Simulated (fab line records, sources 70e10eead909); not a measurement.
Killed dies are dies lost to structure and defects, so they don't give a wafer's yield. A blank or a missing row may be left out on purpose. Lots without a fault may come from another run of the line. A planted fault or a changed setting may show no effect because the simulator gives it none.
Chamber matching | flow nand_harc | NHARC_A_CONTACT_ALD_18 on ald_metal-02: 4 sister chambers
The step deposits TiN, target thk 3 nm, pulse time 1 s, ald cycles 150. 16 wafers are shown with their chamber, then 8 later ones without.

WAFERS WITH THEIR CHAMBER
wafer  | chamber | heater_power_w (W) | precursor_pulse_height_rel
L074.1 | 2       | 1188               | 1.010
L074.2 | 1       | 1087               | 0.971
L074.4 | 3       | 1080               | 1.007
L078.3 | 0       | 935                | 1.007
L078.5 | 1       | 1117               | 0.993
L078.6 | 0       | 964                | 1.005
L082.1 | 1       | 1123               | 1.009
L082.3 | 2       | 1152               | 0.984
L082.5 | 3       | 1077               | 0.977
L091.3 | 2       | 1168               | 1.018
L091.5 | 3       | 1090               | 0.999
L091.6 | 2       | 1165               | 1.052
L091.1 | 3       | 1064               | 1.031
L091.2 | 1       | 1110               | 1.010
L091.4 | 0       | 906                | 0.995
L090.3 | 2       | 1158               | 0.983

SIGNATURES (means of the wafers above)
reading                    | chamber 0 | chamber 1 | chamber 2 | chamber 3 | scatter within a chamber
heater_power_w             | 935.00    | 1109.25   | 1166.20   | 1077.75   | 17.1
precursor_pulse_height_rel | 1.00233   | 0.99575   | 1.00940   | 1.00350   | 0.022
Rule: a wafer's distance from a chamber is the root of the sum, over the readings, of the square of ((its reading less the chamber's mean) divided by the reading's scatter). The wafer belongs to the nearest chamber; if the next one is less than 2 further off, it can't be placed. The scatter: the root of (the sum of the squares of (reading less its chamber's mean) over the shown wafers, divided by (wafers less chambers)).

WAFERS WITHOUT THEIR CHAMBER
wafer  | heater_power_w (W) | precursor_pulse_height_rel
L090.5 | 1115               | 0.971
L090.6 | 1144               | 0.994
L092.1 | 909                | 0.976
L092.2 | 1129               | 1.008
L092.3 | 1164               | 1.000
L097.3 | 898                | 0.951
L097.4 | 934                | 0.987
L097.5 | 1075               | 1.008

WHICH CHAMBER EACH WENT THROUGH
wafer  | from the rows above          | in truth
L090.5 | can't be placed: 1 or 3      | 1
L090.6 | can't be placed: 2 or 1      | 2
L092.1 | 0                            | 0
L092.2 | can't be placed: 1 or 2 or 3 | 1
L092.3 | 2                            | 2
L097.3 | 0                            | 0
L097.4 | 0                            | 0
L097.5 | can't be placed: 3 or 1      | 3
Placed correctly: 4 of 8. Can't be placed from these rows: 4 (the true chamber is among the candidates in 4). Placed wrongly: 0.
